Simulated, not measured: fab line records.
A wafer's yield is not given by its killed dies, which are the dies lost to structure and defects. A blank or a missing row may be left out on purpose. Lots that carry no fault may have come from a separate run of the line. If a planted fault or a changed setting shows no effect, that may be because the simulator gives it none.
Split-lot experiment / flow n5_finfet / 7 lots, 21 wafers read, on a route of 1938 steps

THE SPLIT ITSELF
At N5_BEOL_M4_ILD_DEP_00 (deposits SiOC from DEMS/O2, target thk 79 nm, time 15.3 s), the setting time_s was moved away from the recipe's 15.3 s on 9 of the 21 wafers read, by -6.5% to +9.4%. The other wafers ran this setting at the recipe's value.

Split to reading: the file shows no intervening step.

THE READING
M4_ILD_THK in nanometres, read at N5_BEOL_M4_THK_MEAS_01. Typical for fault-free wafers on this fab line: 78.9 nm, with standard deviation 1 nm.

wafer=L075.2; tool, chamber at the split=pecvd-04, 2; time_s as run, s=15.3; against the recipe=recipe; M4_ILD_THK, nm=76.9; against lot-mates on the recipe=-
wafer=L075.5; tool, chamber at the split=pecvd-04, 0; time_s as run, s=15.3; against the recipe=recipe; M4_ILD_THK, nm=80.9; against lot-mates on the recipe=-
wafer=L075.6; tool, chamber at the split=pecvd-04, 2; time_s as run, s=14.51; against the recipe=-5.2%; M4_ILD_THK, nm=75.5; against lot-mates on the recipe=-3.4
wafer=L076.2; tool, chamber at the split=pecvd-02, 1; time_s as run, s=15.3; against the recipe=recipe; M4_ILD_THK, nm=77.8; against lot-mates on the recipe=-
wafer=L076.5; tool, chamber at the split=pecvd-02, 1; time_s as run, s=15.3; against the recipe=recipe; M4_ILD_THK, nm=78.5; against lot-mates on the recipe=-
wafer=L076.6; tool, chamber at the split=pecvd-02, 0; time_s as run, s=15.3; against the recipe=recipe; M4_ILD_THK, nm=78.9; against lot-mates on the recipe=-
wafer=L078.1; tool, chamber at the split=pecvd-04, 0; time_s as run, s=16.74; against the recipe=+9.4%; M4_ILD_THK, nm=86.0; against lot-mates on the recipe=+7.3
wafer=L078.3; tool, chamber at the split=pecvd-04, 2; time_s as run, s=15.3; against the recipe=recipe; M4_ILD_THK, nm=77.8; against lot-mates on the recipe=-
wafer=L078.6; tool, chamber at the split=pecvd-04, 0; time_s as run, s=15.3; against the recipe=recipe; M4_ILD_THK, nm=79.6; against lot-mates on the recipe=-
wafer=L081.1; tool, chamber at the split=pecvd-01, 1; time_s as run, s=15.3; against the recipe=recipe; M4_ILD_THK, nm=77.9; against lot-mates on the recipe=-
wafer=L081.4; tool, chamber at the split=pecvd-01, 0; time_s as run, s=14.58; against the recipe=-4.7%; M4_ILD_THK, nm=76.9; against lot-mates on the recipe=-1.0
wafer=L081.6; tool, chamber at the split=pecvd-01, 2; time_s as run, s=14.58; against the recipe=-4.7%; M4_ILD_THK, nm=75.1; against lot-mates on the recipe=-2.8
wafer=L085.1; tool, chamber at the split=pecvd-02, 0; time_s as run, s=15.3; against the recipe=recipe; M4_ILD_THK, nm=77.8; against lot-mates on the recipe=-
wafer=L085.3; tool, chamber at the split=pecvd-02, 2; time_s as run, s=15.89; against the recipe=+3.9%; M4_ILD_THK, nm=81.5; against lot-mates on the recipe=+2.8
wafer=L085.6; tool, chamber at the split=pecvd-02, 1; time_s as run, s=15.3; against the recipe=recipe; M4_ILD_THK, nm=79.7; against lot-mates on the recipe=-
wafer=L096.1; tool, chamber at the split=pecvd-02, 0,1; time_s as run, s=14.3; against the recipe=-6.5%; M4_ILD_THK, nm=73.4; against lot-mates on the recipe=-4.9
wafer=L096.3; tool, chamber at the split=pecvd-02, 1; time_s as run, s=15.3; against the recipe=recipe; M4_ILD_THK, nm=78.3; against lot-mates on the recipe=-
wafer=L096.4; tool, chamber at the split=pecvd-02, 0,1; time_s as run, s=14.3; against the recipe=-6.5%; M4_ILD_THK, nm=73.6; against lot-mates on the recipe=-4.7
wafer=L097.2; tool, chamber at the split=pecvd-01, 2; time_s as run, s=16.7; against the recipe=+9.2%; M4_ILD_THK, nm=86.4; against lot-mates on the recipe=+7.4
wafer=L097.3; tool, chamber at the split=pecvd-01, 0; time_s as run, s=15.3; against the recipe=recipe; M4_ILD_THK, nm=79.0; against lot-mates on the recipe=-
wafer=L097.6; tool, chamber at the split=pecvd-01, 2; time_s as run, s=16.7; against the recipe=+9.2%; M4_ILD_THK, nm=87.6; against lot-mates on the recipe=+8.6
Rows listing several chambers each stand for several wafers; the file does not say which wafer went through which chamber.

FIT RESULTS
A straight line over all 21 wafers: M4_ILD_THK changes by +0.797 nm for each +1% of time_s; r = +0.96; the points scatter about the line by 1 nm.
The same after taking each lot's own level away (the mean of its wafers on the recipe; 21 wafers): +0.755 nm for each +1%; r = +0.96; scatter 1 nm.
That fit puts the effect of the largest move of time_s on the reading at 7.1 nm.
The lots' own levels span 77.90 to 79.00 nm, that is 1.1 times the standard deviation above.
So the lot-to-lot level changes the slope little: the two slopes agree.
Check: +7.44 nm against its lot-mates is what the line predicts for one of the wafers moved furthest among these (+9.4%) when that wafer is left out of the fit. Against them it came out at +7.3 nm.

THE OTHER SPLITS THESE WAFERS WENT THROUGH
Other splits were also applied to these wafers ahead of the reading. Each is held against what the fit with the lots' levels taken away leaves over:
other split on the same wafers=N5_BEOL_M3_EXPOSE_08 dose_mj; wafers away from the commonest value=9; r with M4_ILD_THK (lot level and that fit taken away)=-0.15

THE WHOLE CHAIN: every reading that the file lists as answering this split, in the file's order
step=N5_BEOL_M4_ILD_DEP_00; what it does=deposits SiOC from DEMS/O2, target thk 79 nm, time 15.3 s; reading=SiOC_of_BEOL_M4_ILD_DEP_00.thk_nm (the simulator's own value, which no gauge read); change (the file's fit)=+0.746 nm for each +1% of the setting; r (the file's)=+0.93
step=N5_BEOL_M4_THK_MEAS_01; what it does=; reading=M4_ILD_THK; change (the file's fit)=+0.756 for each +1% of the setting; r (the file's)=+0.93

FILE'S OWN FIT
M4_ILD_THK changes by +0.756 nm for each +1% of time_s, r = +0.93.
